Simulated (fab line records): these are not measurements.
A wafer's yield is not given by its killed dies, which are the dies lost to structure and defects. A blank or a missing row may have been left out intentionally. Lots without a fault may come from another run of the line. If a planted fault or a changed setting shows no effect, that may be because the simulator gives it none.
Which tool was responsible? -- flow n5-finfet -- 36 wafers sampled from 12 lots at 1 step of a route of 1938

WHAT EACH GAUGE READ, for each wafer
N5_HKMG_FIN_CD_MEAS_49: the cd target is 202 nm.
lot,measured,on,cd-nm (nm)
L075,day 4 05:37,cd-sem-01,202.1 203.0 202.1
L077,day 4 17:13,cd-sem-03,202.0 202.3 202.2
L079,day 5 05:45,cd-sem-01,203.1 202.7 202.4
L081,day 5 19:18,cd-sem-03,202.7 201.2 202.7
L083,day 6 09:14,cd-sem-01,202.3 203.5 202.8
L085,day 6 22:27,cd-sem-01,201.7 202.8 202.9
L087,day 7 12:11,cd-sem-03,203.8 203.7 203.0
L089,day 7 22:23,cd-sem-02,202.3 202.5 203.0
L091,day 8 10:40,cd-sem-01,202.7 201.6 202.5
L093,day 8 22:25,cd-sem-01,202.9 203.4 202.5
L095,day 9 07:00,cd-sem-02,201.8 202.0 201.9
L097,day 9 23:23,cd-sem-01,203.0 203.9 203.9

WHAT TOOL EACH LOT RAN ON (gives the tool, then ch and the chambers of the sampled wafers, and finally the start)
There is no process step in the record ahead of these readings.

THE ANSWER, worked out from the rows above alone
Rule: what is usual is taken from the lots themselves. Put in order of their means at a reading, lots are off if they are a third of the lots or fewer, leave a main group of 4 or more, and stand apart from it by a gap of 3 or more times the standard deviation of the main group's means; of several such gaps the widest counts. A main group whose means are all the same, to the digits that the tables above print for the reading, isn't used. Also off: a lot with no number at a reading for which 4 or more lots have one. All remaining lots with rows at the step are treated as sound.
Nothing can be told from this: no lot is off at any reading shown.

WHAT WAS PUT IN BY THE SIMULATOR
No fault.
